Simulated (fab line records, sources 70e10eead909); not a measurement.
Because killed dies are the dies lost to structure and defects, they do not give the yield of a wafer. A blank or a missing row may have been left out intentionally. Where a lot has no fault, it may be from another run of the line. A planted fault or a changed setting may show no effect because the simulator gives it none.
A lot that was struck, set against a sound lot | flow nandHarc | 39 steps out of a route of 1159
Sound: wafers L787.4, L787.5, L787.6. Struck: wafer L789.4. (L789.3, L789.5 of the same lot were not struck and are left out.) The cause comes at the end.
Per side, at each step with rows, come the tool, then ch with its chambers, and then its first start. Under that, the readings that differ: sound wafers | struck wafers | difference of the means | sigmas: that difference in standard deviations of wafers without a fault.
alike: same words and numbers on both sides, and readings whose means sit less than 2 such deviations apart. not compared: any withheld reading, any reading some wafer has no value for, any bound like >300 that may hide the same value, and any number with overlapping values for which the record gives no deviation.
The two part at a step that has a row with sigmas, a row that says differs or no value, or rows on one side only. Non-overlapping numbers with no deviation appear without sigmas and do not part them. A reading that every wafer of one side lacks parts them only if that side has two wafers or more.

NHARC_P_M1_OVL_MEAS_10: pitch 260 nm.
  sound on overlay-01 at day 7 06:37; struck on overlay-01 at day 7 14:53
  alike: overlayXNm, overlayYNm
NHARC_P_M1_INSPECT_11:
  sound on defectInspect-02 at day 7 06:40; struck on defectInspect-01 at day 7 14:55
  alike: rawDefectCount
then, 1 step without rows for these wafers: NHARC_P_M1_DESCUM_14 (chemistry O2, time 3 s).
NHARC_P_M1_ETCH_35: etches the open film in N2/H2, target depth 40 nm, overetch 12 nm, time 43.94 s.
  sound on rieDiel-03 ch 0,2,3, day 7 06:49; struck on rieDiel-03 ch 3, day 7 15:04
  alike: drypumpMotorCurrentA, oesProductAu, rfVppV, showerheadPlenumPTorr, throttleValvePct
  not compared: rfHoursCounterH
then, 1 step without rows for these wafers: NHARC_P_M1_ETCH_15 (etches the open film in C4F8/Ar, target depth 182.5 nm, time 91.2 s).
NHARC_P_M1_CD_MEAS_16:
  sound on cdSem-02 at day 7 07:02; struck on cdSem-01 at day 7 15:17
  alike: cdNm
then, 3 steps without rows for these wafers: NHARC_P_M1_STRIP_18 (strips in N2/H2); NHARC_P_M1_ETCH_28 (etches the open film in CF4/N2, target depth 30 nm, time 72.99 s); NHARC_P_M1_STRIP_19 (strips in post etch residue remover, time 600 s).
NHARC_P_M1_DEGAS_29: time 60 s.
  sound on pvdSputter-02 at day 7 07:46; struck on pvdSputter-02 at day 7 16:01
  alike: heaterPowerW
then, 2 steps without rows for these wafers: NHARC_P_M1_PRE_CLEAN_30 (time 30 s); NHARC_P_M1_PVD_20 (deposits TaN, target thk 5 nm, time 8.06 s).
NHARC_P_M1_PVD_21: deposits Cu, target thk 30 nm, time 20.49 s.
  sound on pvdSputter-02 at day 7 08:00; struck on pvdSputter-02 at day 7 16:15
  alike: throttleValvePct
then, 1 step without rows for these wafers: NHARC_P_M1_ECD_22 (material Cu, target thk 400 nm).
NHARC_P_M1_ANNEAL_31: time 90 s.
  sound on rtpAnneal-02 ch 0, day 7 08:40; struck on rtpAnneal-01 ch 0, day 7 16:52
reading          | sound                | struck | difference | sigmas
wafer_temp_C_max | 225.66 225.67 225.85 | 226.27 | +0.54      | +2
then, 3 steps without rows for these wafers: NHARC_P_M1_CMP_23 (polishes, t overpolish 20 s, target thk 157.82 nm); NHARC_P_M1_SRD_25; NHARC_P_M1_PRE_CLEAN_32 (time 12 s).
NHARC_P_M1_DEP_33: deposits SiCN, target thk 30 nm.
  sound on pecvd-04 ch 0,1,2, day 7 09:36; struck on pecvd-04 ch 2, day 7 17:43
  alike: heaterPowerOuterW, heaterPowerW
then, 10 steps without rows for these wafers: NHARC_P_M2_DEP_00 (deposits SiOC, target thk 182.5 nm); NHARC_P_M2_DEHYDRATE_01 (time 120 s); NHARC_P_M2_HMDS_02 (time 30 s); NHARC_P_M2_COAT_34 (time 65 s); NHARC_P_M2_COAT_03 (resist thk 90 nm); NHARC_P_M2_SOFTBAKE_04 (time 55 s); NHARC_P_M2_EBR_05; NHARC_P_M2_EXPOSE_06 (exposes mask P M2, target cd 170 nm); NHARC_P_M2_PEB_07 (peb time 65 s); NHARC_P_M2_DEVELOP_08 (develop time 35 s).
NHARC_P_M2_CD_MEAS_09: the cd target is 170 nm.
  sound on cdSem-02 ch 0, day 7 10:43; struck on cdSem-01 ch 0, day 7 18:59
  alike: cdNm
NHARC_P_M2_OVL_MEAS_10: pitch 340 nm.
  sound on overlay-01 at day 7 10:47; struck on overlay-02 at day 7 19:05
reading         | sound       | struck | difference | sigmas
overlayYNm (nm) | 1.2 0.8 1.6 | -0.5   | -1.7       | -2
  alike: overlayXNm
then, 3 steps without rows for these wafers: NHARC_P_M2_DESCUM_14 (chemistry O2, time 3 s); NHARC_P_M2_ETCH_35 (etches the open film in N2/H2, target depth 40 nm, overetch 12 nm, time 43.94 s); NHARC_P_M2_ETCH_15 (etches the open film in C4F8/Ar, target depth 182.5 nm, time 91.2 s).
NHARC_P_M2_CD_MEAS_16:
  sound on cdSem-02 at day 7 11:14; struck on cdSem-01 at day 7 19:29
  alike: cdNm
then, 1 step without rows for these wafers: NHARC_P_M2_STRIP_18 (strips in N2/H2).
NHARC_P_M2_ETCH_28: etches the open film in CF4/N2, target depth 30 nm, time 72.99 s.
  sound: rieDiel-09 ch 0,2,3; struck: rieDiel-09 ch 2
  alike: drypumpMotorCurrentA, oesProductAu, rfVppV, showerheadPlenumPTorr, throttleValvePct
  not compared: rfHoursCounterH
then, 1 step without rows for these wafers: NHARC_P_M2_STRIP_19 (strips in post etch residue remover, time 600 s).
-- jump in the record: it breaks off in module P_M2 and resumes in module END (first step shown: number 1159 of the route), and 13 days separate the struck wafers' starts before and after --
NHARC_END_SORT_01:
  here the record holds rows for the struck wafers (prober-02 ch 0, day 21 02:41) but none for the sound ones

## WHERE THEY PART
Earliest at NHARC_P_M1_ANNEAL_31; latest, in this record, at NHARC_END_SORT_01.

WHY: what had been put in by the simulator
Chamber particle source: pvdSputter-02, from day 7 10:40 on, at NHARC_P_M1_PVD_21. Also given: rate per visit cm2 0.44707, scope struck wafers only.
